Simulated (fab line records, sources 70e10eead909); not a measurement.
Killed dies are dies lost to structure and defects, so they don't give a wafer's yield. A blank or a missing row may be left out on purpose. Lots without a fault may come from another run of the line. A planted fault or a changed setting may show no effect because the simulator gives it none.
fab line records | flow nand_harc
record lots=6 wafers=18 last_day=33
route steps=1302 shown A_STAIRCASE@732 A_SGD_CUT@890 END@1302
lots that met no fault: from a run of the same line without faults
start_h: hours from the record's first day to the start of the lot's first wafer shown | wait_h: hours since the lot's step before | " the same as in the row above | L1.1+2: a row that stands for several wafers | - no value, or no start given | * or withheld: withheld | < > ~ a bound
route shown NAME@n: a module of which the file shows steps, and the number in the route of the first | usual: mean/standard deviation of fault-free wafers | same: alike in all rows | chamber/n: place in a boat | sites: the reading at each site | _std_site: their standard deviation | _edge_site: outer sites' mean less inner sites' | radius_mm: how far each site lies from the wafer's centre | mask NAME#n: copy n | behind: the tool/chamber that last shaped the wafer | hold: why the lot was held/for how many hours/how that ended | device: the transistor (n, p or np) that didn't switch | end of line: the same wafers' tests at the end of the route | a step without rows: its recipe alone | killed: dies lost to structure and defects at the first sort, not the wafer's yield | map: a wafer's dies, x killed, . not, _ none there
set.NAME: the setting as run; set.NAME@STEP: as run at that earlier step | model.NAME: the simulator's own value behind a step, which no gauge read
lots at some steps of the route; a table a step, a row a wafer
services: from which hour (start_h, from the record's first day; less than 0 if before it) a tool's chamber was out of use, for how many hours, and why
## steps
# step NHARC_A_STAIRCASE_HARDBAKE_218
# recipe temp_c=120 time_s=140
# step NHARC_A_STAIRCASE_DESCUM_219
# recipe time_s=3 o2_flow_sccm=200 ar_flow_sccm=0 bias_power_w=0 chemistry=O2
# step NHARC_A_STAIRCASE_TRIM_220
# recipe time_s=211.2 o2_flow_sccm=500 ar_flow_sccm=0 bias_w=0 chemistry=O2
# usual drypump_motor_current_A=5.6/0.44 oes_product_au=0.999/0.01 rf_vpp_V=57.6/0.89 showerhead_plenum_p_Torr=3.49/0.14 throttle_valve_pct=17.036/0.0083
# columns lot.wafer tool chamber start_h wait_h drypump_motor_current_A oes_product_au rf_hours_counter_h rf_vpp_V showerhead_plenum_p_Torr throttle_valve_pct
L990.2 rie_diel-02 3 382.30 0.1 5.2 1.001 51 58.0 3.45 17.024
L990.4 " 0 " " 5.2 0.991 51 56.9 3.56 17.046
L990.1 " 2 " " 4.9 1.001 50 55.4 3.52 17.038
L996.4 rie_diel-02 0 448.75 0.1 5.2 1.012 10 58.2 3.56 17.039
L996.2 " 1 " " 6.2 0.997 10 59.1 3.77 17.024
L996.6 " 3 " " 5.3 1.007 - 58.2 3.44 17.036
L998.1 rie_diel-11 0 467.40 0.1 6.4 0.996 4 58.6 3.44 17.036
L998.5 " 0 " " 6.4 0.985 - 57.7 3.44 17.027
L998.6 " 1 " " 5.6 1.007 - 57.4 3.28 17.048
L104.2 rie_diel-02 2 523.51 0.1 5.0 1.004 36 59.2 3.50 17.025
L104.1 " 3 " " 5.2 1.003 38 56.9 3.42 17.048
L104.5 " 1 " " 6.2 0.996 - 58.1 3.75 17.038
L106.4 rie_diel-11 3 528.09 0.1 5.9 1.003 - 57.1 3.35 17.027
L106.6 " 1 " " 5.6 1.009 - 57.4 3.28 17.031
L106.5 " 2 " " 5.3 1.004 - 57.2 3.38 17.040
L108.1 rie_diel-11 1 562.94 0.1 5.6 1.004 43 57.9 3.27 17.031
L108.5 " 2 " " 5.3 1.008 - 56.8 3.37 17.038
L108.6 " 3 " " 5.9 1.018 - 57.2 3.34 17.035
# step NHARC_A_STAIRCASE_ETCH_221
# recipe target_depth_a=1000 time_s=40.5 ion_energy_ev=400 c4f8_flow_sccm=20 o2_flow_sccm=10 ar_flow_sccm=withheld rf_w=600 bias_w=1000 chemistry=C4F8/O2
# step NHARC_A_STAIRCASE_TRIM_222
# recipe time_s=211.2 o2_flow_sccm=500 ar_flow_sccm=0 bias_w=0 chemistry=O2
# step NHARC_A_STAIRCASE_ETCH_223
# recipe target_depth_a=1000 time_s=40.5 ion_energy_ev=400 c4f8_flow_sccm=20 o2_flow_sccm=10 ar_flow_sccm=withheld rf_w=600 bias_w=1000 chemistry=C4F8/O2
# usual oes_product_au=0.941/0.012 rf_vpp_V=894/5.2
# columns lot.wafer tool chamber start_h wait_h oes_product_au rf_hours_counter_h rf_vpp_V
L990.2 rie_diel-02 2 - - 0.957 50 896
L990.1 " 3 " " 0.959 51 893
L990.4 " 1 " " 0.942 51 905
L996.2 rie_diel-02 1 - - 0.940 10 903
L996.4 " 0 " " 0.948 10 896
L996.6 " 2 " " 0.951 - 895
L998.1 rie_diel-11 2 - - 0.933 10 891
L998.6 " 0 " " 0.934 - 893
L998.5 " 1 " " 0.940 - 887
L104.1 rie_diel-02 3 - - 0.955 38 891
L104.2 " 2 " " 0.927 37 895
L104.5 " 3 " " 0.954 - 892
L106.4 rie_diel-11 1 - - 0.959 - 888
L106.6 " 2 " " 0.943 - 890
L106.5 " 3 " " 0.947 - 889
L108.1 rie_diel-11 3 - - 0.950 40 890
L108.5 " 2 " " 0.949 - 892
L108.6 " 3 " " 0.956 - 888
# step NHARC_A_STAIRCASE_TRIM_224
# recipe time_s=211.2 o2_flow_sccm=500 ar_flow_sccm=0 bias_w=0 chemistry=O2
# step NHARC_A_STAIRCASE_ETCH_225
# recipe target_depth_a=1000 time_s=40.5 ion_energy_ev=400 c4f8_flow_sccm=20 o2_flow_sccm=10 ar_flow_sccm=withheld rf_w=600 bias_w=1000 chemistry=C4F8/O2
# step NHARC_A_STAIRCASE_TRIM_226
# recipe time_s=211.2 o2_flow_sccm=500 ar_flow_sccm=0 bias_w=0 chemistry=O2
# step NHARC_A_STAIRCASE_ETCH_227
# recipe target_depth_a=1000 time_s=40.5 ion_energy_ev=400 c4f8_flow_sccm=20 o2_flow_sccm=10 ar_flow_sccm=withheld rf_w=600 bias_w=1000 chemistry=C4F8/O2
# step NHARC_A_STAIRCASE_TRIM_229
# recipe time_s=211.2 o2_flow_sccm=500 ar_flow_sccm=0 bias_w=0 chemistry=O2
# step NHARC_A_STAIRCASE_ETCH_230
# recipe target_depth_a=1000 time_s=40.5 ion_energy_ev=400 c4f8_flow_sccm=20 o2_flow_sccm=10 ar_flow_sccm=withheld rf_w=600 bias_w=1000 chemistry=C4F8/O2
# usual oes_product_au=0.946/0.018 rf_vpp_V=893/4.9
# columns lot.wafer tool chamber start_h wait_h oes_product_au rf_hours_counter_h rf_vpp_V
L990.4 rie_diel-02 3 383.75 - 0.941 52 892
L990.2 " 1 " " 0.936 52 906
L990.1 " 2 " " 0.936 51 895
L996.4 rie_diel-02 2 449.95 - 0.942 11 894
L996.2 " 3 " " 0.946 11 892
L996.6 " 1 " " 0.948 - 905
L998.1 rie_diel-11 2 469.01 - 0.952 11 890
L998.6 " 3 " " 0.953 - 890
L998.5 " 0 " " 0.942 - 892
L104.1 rie_diel-11 1 524.75 - 0.982 25 887
L104.2 " 3 " " 0.980 24 890
L104.5 " 3 " " 0.973 - 890
L106.4 rie_diel-11 2 529.74 - 0.934 - 891
L106.5 " 3 " " 0.924 - 890
L106.6 " 1 " " 0.941 - 888
L108.1 rie_diel-03 1 564.29 - 0.955 37 905
L108.5 " 3 " " 0.958 - 892
L108.6 " 0 " " 0.963 - 895
# step NHARC_A_STAIRCASE_TRIM_231
# recipe time_s=211.2 o2_flow_sccm=500 ar_flow_sccm=0 bias_w=0 chemistry=O2
# step NHARC_A_STAIRCASE_ETCH_232
# recipe target_depth_a=1000 time_s=40.5 ion_energy_ev=400 c4f8_flow_sccm=20 o2_flow_sccm=10 ar_flow_sccm=withheld rf_w=600 bias_w=1000 chemistry=C4F8/O2
# step NHARC_A_STAIRCASE_TRIM_233
# recipe time_s=211.2 o2_flow_sccm=500 ar_flow_sccm=0 bias_w=0 chemistry=O2
# step NHARC_A_STAIRCASE_ETCH_234
# recipe target_depth_a=1000 time_s=40.5 ion_energy_ev=400 c4f8_flow_sccm=20 o2_flow_sccm=10 ar_flow_sccm=withheld rf_w=600 bias_w=1000 chemistry=C4F8/O2
# step NHARC_A_STAIRCASE_TRIM_235
# recipe time_s=211.2 o2_flow_sccm=500 ar_flow_sccm=0 bias_w=0 chemistry=O2
# step NHARC_A_STAIRCASE_ETCH_236
# recipe target_depth_a=1000 time_s=40.5 ion_energy_ev=400 c4f8_flow_sccm=20 o2_flow_sccm=10 ar_flow_sccm=withheld rf_w=600 bias_w=1000 chemistry=C4F8/O2
# step NHARC_A_STAIRCASE_STRIP_238
# recipe power_w=1500 temp_c=250 chemistry=O2
# step NHARC_A_STAIRCASE_STRIP_239
# recipe time_s=900 temp_c=130 chemistry=SPM
# step NHARC_A_STAIRCASE_PRECLEAN_240
# recipe time_s=* temp_c=50 bath_age_min=0 chemistry=SC1
# step NHARC_A_STAIRCASE_SRD_241
# step NHARC_A_STAIRCASE_DEHYDRATE_242
# recipe temp_c=150 time_s=120
# step NHARC_A_STAIRCASE_HMDS_243
# recipe time_s=30
# step NHARC_A_STAIRCASE_COAT_244
# recipe spin_rpm=1200
# step NHARC_A_STAIRCASE_SOFTBAKE_245
# recipe temp_c=135 time_s=170
# step NHARC_A_STAIRCASE_EBR_246
# step NHARC_A_STAIRCASE_EXPOSE_247
# recipe na=0.5 dose_mj=25.34 mask_id=SDS_1
# step NHARC_A_STAIRCASE_PEB_248
# recipe peb_temp_c=115 peb_time_s=130
# step NHARC_A_STAIRCASE_DEVELOP_249
# recipe time_s=140
# step NHARC_A_STAIRCASE_HARDBAKE_251
# recipe temp_c=120 time_s=140
# step NHARC_A_STAIRCASE_DESCUM_252
# recipe time_s=3 o2_flow_sccm=200 ar_flow_sccm=0 bias_power_w=0 chemistry=O2
# step NHARC_A_STAIRCASE_ETCH_253
# recipe target_depth_a=500 time_s=20.2 ion_energy_ev=400 c4f8_flow_sccm=20 o2_flow_sccm=10 ar_flow_sccm=withheld rf_w=600 bias_w=1000 chemistry=C4F8/O2
# usual oes_product_au=0.955/0.017 rf_vpp_V=894/5.4
# columns lot.wafer tool chamber start_h wait_h oes_product_au rf_hours_counter_h rf_vpp_V
L990.1 rie_diel-02 1 386.33 0.1 0.944 52 905
L990.2 " 2 " " 0.975 51 894
L990.4 " 3 " " 0.970 53 892
L996.4 rie_diel-03 1 452.44 0.1 0.955 48 885
L996.2 " 2 " " 0.947 49 894
L996.6 " 1 " " 0.953 - 886
L998.1 rie_diel-03 2 471.35 0.1 0.953 0 896
L998.6 " 0 " " 0.961 - 896
L998.5 " 1 " " 0.972 - 905
L104.2 rie_diel-03 2 527.35 0.1 0.929 21 895
L104.1 " 3 " " 0.929 19 894
L104.5 " 0 " " 0.917 - 896
L106.6 rie_diel-11 2 534.01 0.1 0.956 - 892
L106.5 " 3 " " 0.962 - 889
L106.4 " 1 " " 0.977 - 887
L108.1 rie_diel-02 0 566.75 0.1 0.976 56 895
L108.6 " 3 " " 0.982 - 891
L108.5 " 0 " " 0.979 - 897
# step NHARC_A_STAIRCASE_STRIP_254
# recipe power_w=1500 temp_c=250 chemistry=O2
# step NHARC_A_STAIRCASE_STRIP_255
# recipe time_s=900 temp_c=130 chemistry=SPM
# step NHARC_A_STAIRCASE_PRECLEAN_256
# recipe time_s=* temp_c=50 bath_age_min=0 chemistry=SC1
# step NHARC_A_STAIRCASE_SRD_257
# step NHARC_A_STAIRCASE_HM_DEP_456
# recipe target_thk_a=31000 temp_c=400 material=aC
# usual throttle_valve_pct=35.000/0.0085
# columns lot.wafer tool chamber start_h wait_h throttle_valve_pct
L990.1 acl_dep-01 0 389.62 - 35.000
L990.2 " 0 " " 34.991
L990.4 " 0 " " 34.990
L996.2 acl_dep-02 0 454.67 - 34.998
L996.4 " 0 " " 34.998
L996.6 " 0 " " 35.007
L998.1 acl_dep-01 0 474.02 - 35.002
L998.5 " 0 475.23 - 35.006
L998.6 " 0 " " 35.009
L104.1 acl_dep-01 0 528.57 - 34.999
L104.2 " 0 " " 35.026
L104.5 " 0 " " 34.997
L106.4 acl_dep-03 0 537.56 - 35.004
L106.5 " 0 " " 35.001
L106.6 " 0 " " 35.006
L108.1 acl_dep-02 0 567.86 - 34.991
L108.5 " 0 569.10 - 35.000
L108.6 " 0 " " 34.990
# step NHARC_A_STAIRCASE_DEP_259
# recipe target_thk_a=300 target_thk_nm=30 temp_c=400 pressure_torr=3.5 flow_sccm=200 rf_w=350 material=SiON
# usual heater_power_w=776/130
# columns lot.wafer tool chamber start_h wait_h heater_power_w
L990.1 pecvd-04 0 391.48 1.6 942
L990.2 " 1 " " 652
L990.4 " 0 " " 941
L996.2 pecvd-03 0 456.53 1.6 785
L996.4 " 1 " " 933
L996.6 " 0 " " 784
L998.1 pecvd-04 2 475.89 1.6 734
L998.5 " 1 " " 757
L998.6 " 2 " " 732
L104.1 pecvd-04 1 530.45 1.6 719
L104.2 " 2 " " 727
L104.5 " 2 " " 684
L106.5 pecvd-04 2 538.59 0.4 700
L106.4 " 0 " " 938
L106.6 " 1 " " 741
L108.1 pecvd-03 2 569.74 1.6 620
L108.6 " 2 " " 601
L108.5 " 1 " " 985
# step NHARC_A_SGD_CUT_DEP_00
# recipe target_thk_a=500 temp_c=400 target_thk_nm=50 flow_sccm=200 rf_w=450 material=SiNx
# usual heater_power_w=731/120
# columns lot.wafer tool chamber start_h wait_h hold heater_power_w
L990.1 pecvd-02 2 457.03 0.1 - 657
L990.2 " 0 " " - 755
L990.4 " 0 " " - 741
L996.2 pecvd-03 0 527.52 0.1 - 832
L996.4 " 0 " " - 830
L996.6 " 1 " " - 900
L998.1 pecvd-03 1 538.34 0.1 - 811
L998.5 " 1 " " - 809
L998.6 " 0 " " - 859
L104.2 pecvd-03 2 594.09 2.4 await_dispo/2.4h/release 662
L104.1 " 1 " " await_dispo/2.4h/release 841
L104.5 " 2 " " await_dispo/2.4h/release 664
L106.6 pecvd-03 1 605.60 3.0 await_dispo/2.8h/release 853
L106.4 " 2 " " await_dispo/2.8h/release 625
L106.5 " 0 " " await_dispo/2.8h/release 721
L108.1 pecvd-02 1 643.00 0.1 - 627
L108.6 " 2 " " - 724
L108.5 " 0 " " - 778
# step NHARC_END_SORT_01
# recipe temp_c=25
# usual killed_at_array=64/18 killed_at_other=0.8/1.1 killed_at_periphery=3.8/2.7 killed_dies=68/18 killed_open=3.3/1.9 killed_short=2.3/1.8
# same gross_dies=677
# columns lot.wafer tool chamber start_h wait_h killed_at_array killed_at_other killed_at_periphery killed_dies killed_open killed_short
L104.1 prober-01 0 727.52 2.6 112 0 5 117 1 7
L104.2 prober-01 0 728.32 2.9 151 0 7 158 5 1
L104.5 prober-01 0 730.70 3.7 124 0 3 127 0 3
L106.4 prober-02 0 738.36 3.4 97 1 1 99 3 2
L106.5 prober-02 0 739.15 3.7 154 0 0 154 3 1
L106.6 prober-02 0 739.95 4.0 113 0 2 115 1 3
# killed by level:class
L104.1 A_STAIRCASE:unspecified=56 A_SLIT:chamber_film_flake=34 A_CHANNEL_HOLE_D1:chamber_film_flake=7 A_WL_FILL:geometric_particle:short=4 P_M1:chamber_film_flake=4 A_STAIRCASE:chamber_film_flake=3 A_CONTACT:chamber_film_flake=3 A_ONON_D1:geometric_particle:open=1
L104.2 A_STAIRCASE:unspecified=101 A_SLIT:chamber_film_flake=37 P_M1:chamber_film_flake=5 A_CHANNEL_HOLE_D1:chamber_film_flake=4 A_CONTACT:chamber_film_flake=3 P_M0:geometric_particle:open=2 A_CHANNEL_FILL_D2:geometric_particle:short=1 A_SLIT:geometric_particle:open=1
L104.5 A_STAIRCASE:unspecified=90 A_SLIT:chamber_film_flake=18 A_CHANNEL_HOLE_D1:chamber_film_flake=6 A_CONTACT:chamber_film_flake=5 A_ONON_D1:geometric_particle:short=2 A_M1:chamber_film_flake=2 P_M1:geometric_particle:short=1 P_STI:chamber_film_flake=1
L106.4 A_CHANNEL_HOLE_D1:chamber_film_flake=37 A_STAIRCASE:unspecified=32 A_CHANNEL_HOLE_D2:chamber_film_flake=15 A_SLIT:chamber_film_flake=3 A_CHANNEL_FILL_D1:chamber_film_flake=2 A_CONTACT:chamber_film_flake=2 A_STAIRCASE:chamber_film_flake=2 P_CONTACT:geometric_particle:open=1
L106.5 A_STAIRCASE:unspecified=95 A_CHANNEL_HOLE_D1:chamber_film_flake=31 A_CHANNEL_HOLE_D2:chamber_film_flake=19 A_SLIT:chamber_film_flake=2 A_ONON_D2:geometric_particle:short=1 A_STAIRCASE:chamber_film_flake=1 A_CHANNEL_FILL_D2:geometric_particle:open=1 A_SGD_CUT:geometric_particle:open=1
L106.6 A_STAIRCASE:unspecified=55 A_CHANNEL_HOLE_D1:chamber_film_flake=28 A_CHANNEL_HOLE_D2:chamber_film_flake=19 A_SLIT:chamber_film_flake=4 A_M0:chamber_film_flake=2 P_GATE:geometric_particle:short=1 P_M0:geometric_particle:short=1 A_SOURCE_PLATE:geometric_particle:open=1
# map L104.2 (x killed, . not)
____________.____________
_________......._________
_______..........._______
______.............______
_____..............._____
____...............x.____
____...........x..x.x____
___.............xx.x..___
___x.............xx.xx___
__...x...........xxxxxx__
__..xxxxx.x......xxxxx.__
_x..xxx.x.....x..xxxxxxx_
_..xxxxx.x....xx..xxxxxx_
_xxxxxxxxxx.x..x.xxx..x._
_xxxxxxxx...x......xx..._
_xxxxxxxxx..x.x........._
.xxxxxxxxx.xx.........x..
xxxxxxxxxxx.........x....
.xxxxxxxxx...............
.xxxxxxxxx...............
..xxxxxxxx...............
_.xxxxxx................_
_..xxx.x................_
_..x...................._
_......................._
_......................._
__...x.................__
__.....................__
___........x..........___
___...................___
____.................____
____.................____
_____..............._____
______.............______
_______..........._______
_________......._________
____________.____________
# map L106.5 (x killed, . not)
____________.____________
_________......._________
_______..........._______
______.............______
_____..............._____
____.................____
____...x.............____
___................xxx___
___................xxx___
__..............x..xxx.__
__..xx.x.........xxx...__
_....xxxx.....x.x.xxx..._
_..xxxxx.......x.xxxx..._
_xxxxxxxx......x.xxx...._
_xxxxxxxxx......xx.xx..._
_xxxxxxxxx.....xxxxx...._
.xxxxxxxx....x.xxx.x.....
.xxxxxxxxx.....xxxx......
.xxxxxxxxx...x.x...x.....
.xxxxxxxxxx..x....x......
..xxxxxxx........x.......
_.xxxxxx.x.............._
_..xxxxx................_
_...x..................._
_....xx................._
_..x...................._
__.....................__
__................x....__
___..........x....x...___
___.x.................___
____.................____
____.....x...........____
_____..............._____
______.............______
_______..........._______
_________......._________
____________.____________
## services
# columns tool chamber start_h hours kind
rie_diel-02 2 361.41 9.9 repair
pecvd-03 - 366.18 13.0 pm
acl_dep-01 - 370.95 13.0 pm
rie_diel-02 - 394.39 9.0 pm
rie_diel-11 3 417.39 4.8 repair
rie_diel-11 - 432.53 9.0 pm
pecvd-04 - 450.38 13.0 pm
rie_diel-03 - 459.14 9.0 pm
rie_diel-03 0 489.02 4.1 repair
rie_diel-02 - 504.80 1.1 repair
rie_diel-11 - 507.07 1.6 repair
pecvd-03 - 547.18 13.0 pm
rie_diel-03 3 547.96 7.7 repair
rie_diel-11 3 571.25 4.8 repair
rie_diel-02 - 571.39 9.0 pm
rie_diel-11 3 579.37 5.2 repair
pecvd-04 - 595.57 1.0 repair
pecvd-03 - 599.55 1.0 repair
rie_diel-03 1 604.28 7.1 repair
rie_diel-11 - 609.53 9.0 pm
pecvd-03 - 614.07 0.6 repair
pecvd-04 2 628.67 11.9 repair
pecvd-04 - 631.49 13.0 pm
rie_diel-03 - 636.16 9.0 pm
## key
first_sign step=NHARC_END_SORT_01 reading=killed_at_array direction=up sigmas=3.4 usual=64 struck=125 wafers_moved=5
effect step=NHARC_END_SORT_01 reading=killed_dies direction=up sigmas=3.3 usual=68 struck=128 wafers_moved=5
more_kills_born_at NHARC_A_STAIRCASE_ETCH_230@rie_diel-11=427
met_at NHARC_A_STAIRCASE_ETCH_230
struck_wafers L104.1,L104.2,L104.5,L106.4,L106.5,L106.6
tester_left_out L104,L106
onset_between 469.01 524.75
also_fits NHARC_A_STAIRCASE_DEP_259:pecvd-04
fault kind=chamber_particle_source tool=rie_diel-11 chamber=- onset_h=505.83 steps=NHARC_A_STAIRCASE_ETCH_230 rate_per_visit_cm2=1.4542 end_h=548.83
# tester_left_out: of these lots the tester's yield and bins aren't shown, on N5 and GAA mostly nor the transistor test; their killed dies are dies lost to structure and defects alone, not to doping, threshold or leakage, so they don't give the yield
